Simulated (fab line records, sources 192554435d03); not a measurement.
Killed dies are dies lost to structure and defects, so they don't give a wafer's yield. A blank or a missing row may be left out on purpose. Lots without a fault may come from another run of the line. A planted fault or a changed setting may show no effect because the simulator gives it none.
Chamber matching | flow n5_finfet | N5_BEOL_M0_SAQP_PECVD_96 on pecvd-03: 3 sister chambers
The step deposits a-Si from SiH4/He, target thk 45 nm, time 45.2 s. 24 wafers are shown with their chamber, then 12 later ones without.

WAFERS WITH THEIR CHAMBER
wafer  | chamber | showerhead_plenum_p_Torr (Torr) | throttle_valve_pct (%) | heater_power_w (W)
L074.1 | 2       | 5.60                            | 17.7                   | 675
L074.2 | 1       | 5.76                            | 18.1                   | 594
L074.6 | 1       | 5.75                            | 18.2                   | 592
L075.1 | 1       | 5.76                            | 18.2                   | 630
L075.4 | 1       | 5.74                            | 17.9                   | 620
L075.5 | 2       | 5.60                            | 17.5                   | 693
L079.2 | 1       | 5.76                            | 18.1                   | 604
L079.4 | 1       | 5.74                            | 18.0                   | 594
L079.5 | 2       | 5.60                            | 17.5                   | 630
L081.1 | 1       | 5.74                            | 17.9                   | 589
L081.3 | 0       | 5.68                            | 18.7                   | 728
L081.5 | 0       | 5.68                            | 18.4                   | 731
L084.2 | 0       | 5.65                            | 18.7                   | 730
L084.3 | 1       | 5.75                            | 18.0                   | 672
L084.6 | 2       | 5.62                            | 17.8                   | 686
L083.2 | 1       | 5.76                            | 18.3                   | 693
L083.5 | 1       | 5.76                            | 18.3                   | 682
L083.6 | 0       | 5.68                            | 18.7                   | 706
L085.1 | 1       | 5.75                            | 18.2                   | 631
L085.5 | 2       | 5.61                            | 18.1                   | 662
L085.6 | 0       | 5.67                            | 18.4                   | 686
L087.1 | 0       | 5.65                            | 18.4                   | 690
L087.3 | 2       | 5.62                            | 17.7                   | 702
L087.5 | 1       | 5.75                            | 18.0                   | 655

SIGNATURES (means of the wafers above)
reading                  | chamber 0 | chamber 1 | chamber 2 | scatter within a chamber
showerhead_plenum_p_Torr | 5.6683    | 5.7517    | 5.6083    | 0.0105
throttle_valve_pct       | 18.550    | 18.100    | 17.717    | 0.169
heater_power_w           | 711.83    | 629.67    | 674.67    | 31.7
Rule: a wafer's distance from a chamber is the root of the sum, over the readings, of the square of ((its reading less the chamber's mean) divided by the reading's scatter). The wafer belongs to the nearest chamber; if the next one is less than 2 further off, it can't be placed. The scatter: the root of (the sum of the squares of (reading less its chamber's mean) over the shown wafers, divided by (wafers less chambers)).

WAFERS WITHOUT THEIR CHAMBER
wafer  | showerhead_plenum_p_Torr (Torr) | throttle_valve_pct (%) | heater_power_w (W)
L089.1 | 5.75                            | 18.0                   | 622
L089.2 | 5.61                            | 18.2                   | 694
L089.5 | 5.61                            | 17.8                   | 704
L090.3 | 5.59                            | 17.8                   | 641
L090.5 | 5.61                            | 18.1                   | 655
L090.6 | 5.67                            | 18.3                   | 669
L095.3 | 5.60                            | 18.0                   | 594
L095.4 | 5.62                            | 18.1                   | 610
L095.5 | 5.75                            | 18.3                   | 651
L096.3 | 5.75                            | 18.2                   | 579
L096.4 | 5.68                            | 18.4                   | 758
L096.5 | 5.61                            | 18.2                   | 675

WHICH CHAMBER EACH WENT THROUGH
wafer  | from the rows above | in truth
L089.1 | 1                   | 1
L089.2 | 2                   | 2
L089.5 | 2                   | 2
L090.3 | 2                   | 2
L090.5 | 2                   | 2
L090.6 | 0                   | 0
L095.3 | 2                   | 2
L095.4 | 2                   | 2
L095.5 | 1                   | 1
L096.3 | 1                   | 1
L096.4 | 0                   | 0
L096.5 | 2                   | 2
Placed correctly: 12 of 12. Can't be placed from these rows: 0. Placed wrongly: 0.
